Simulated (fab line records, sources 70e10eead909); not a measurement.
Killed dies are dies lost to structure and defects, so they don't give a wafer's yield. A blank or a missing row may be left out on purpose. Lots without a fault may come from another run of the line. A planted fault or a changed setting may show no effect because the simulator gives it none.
Chamber matching | flow nand_harc | NHARC_P_GATE_DESCUM_31 on rie_diel-02: 4 sister chambers
The step chemistry O2, time 3 s. 14 wafers are shown with their chamber, then 7 later ones without.

WAFERS WITH THEIR CHAMBER
wafer  | chamber | drypump_motor_current_A (A) | showerhead_plenum_p_Torr (Torr) | oes_product_au (a.u.)
L075.4 | 2       | 5.7                         | 1.88                            | 0.997
L075.5 | 3       | 6.5                         | 1.78                            | 0.996
L075.6 | 2       | 5.7                         | 1.88                            | 0.991
L077.1 | 2       | 5.7                         | 1.88                            | 0.991
L077.5 | 0       | 6.3                         | 1.88                            | 0.986
L077.6 | 1       | 5.0                         | 1.78                            | 0.992
L079.1 | 1       | 5.1                         | 1.78                            | 0.991
L079.3 | 3       | 6.5                         | 1.78                            | 1.002
L079.4 | 0       | 6.3                         | 1.87                            | 0.991
L083.1 | 0       | 6.3                         | 1.87                            | 0.986
L083.4 | 1       | 5.1                         | 1.78                            | 0.995
L083.6 | 0       | 6.3                         | 1.87                            | 0.986
L088.4 | 3       | 6.5                         | 1.78                            | 1.006
L088.5 | 2       | 5.6                         | 1.87                            | 1.014

SIGNATURES (means of the wafers above)
reading                  | chamber 0 | chamber 1 | chamber 2 | chamber 3 | scatter within a chamber
drypump_motor_current_A  | 6.300     | 5.067     | 5.675     | 6.500     | 0.0376
showerhead_plenum_p_Torr | 1.8725    | 1.7800    | 1.8775    | 1.7800    | 0.00387
oes_product_au           | 0.98725   | 0.99267   | 0.99825   | 1.00133   | 0.00658
Rule: a wafer's distance from a chamber is the root of the sum, over the readings, of the square of ((its reading less the chamber's mean) divided by the reading's scatter). The wafer belongs to the nearest chamber; if the next one is less than 2 further off, it can't be placed. The scatter: the root of (the sum of the squares of (reading less its chamber's mean) over the shown wafers, divided by (wafers less chambers)).

WAFERS WITHOUT THEIR CHAMBER
wafer  | drypump_motor_current_A (A) | showerhead_plenum_p_Torr (Torr) | oes_product_au (a.u.)
L088.6 | 6.4                         | 1.78                            | 1.004
L090.1 | 5.7                         | 1.87                            | 1.003
L090.2 | 5.1                         | 1.78                            | 1.005
L090.4 | 6.3                         | 1.87                            | 0.988
L094.1 | 5.1                         | 1.78                            | 1.005
L094.2 | 6.3                         | 1.87                            | 0.990
L094.6 | 5.1                         | 1.78                            | 1.016

WHICH CHAMBER EACH WENT THROUGH
wafer  | from the rows above | in truth
L088.6 | 3                   | 3
L090.1 | 2                   | 2
L090.2 | 1                   | 1
L090.4 | 0                   | 0
L094.1 | 1                   | 1
L094.2 | 0                   | 0
L094.6 | 1                   | 1
Placed correctly: 7 of 7. Can't be placed from these rows: 0. Placed wrongly: 0.
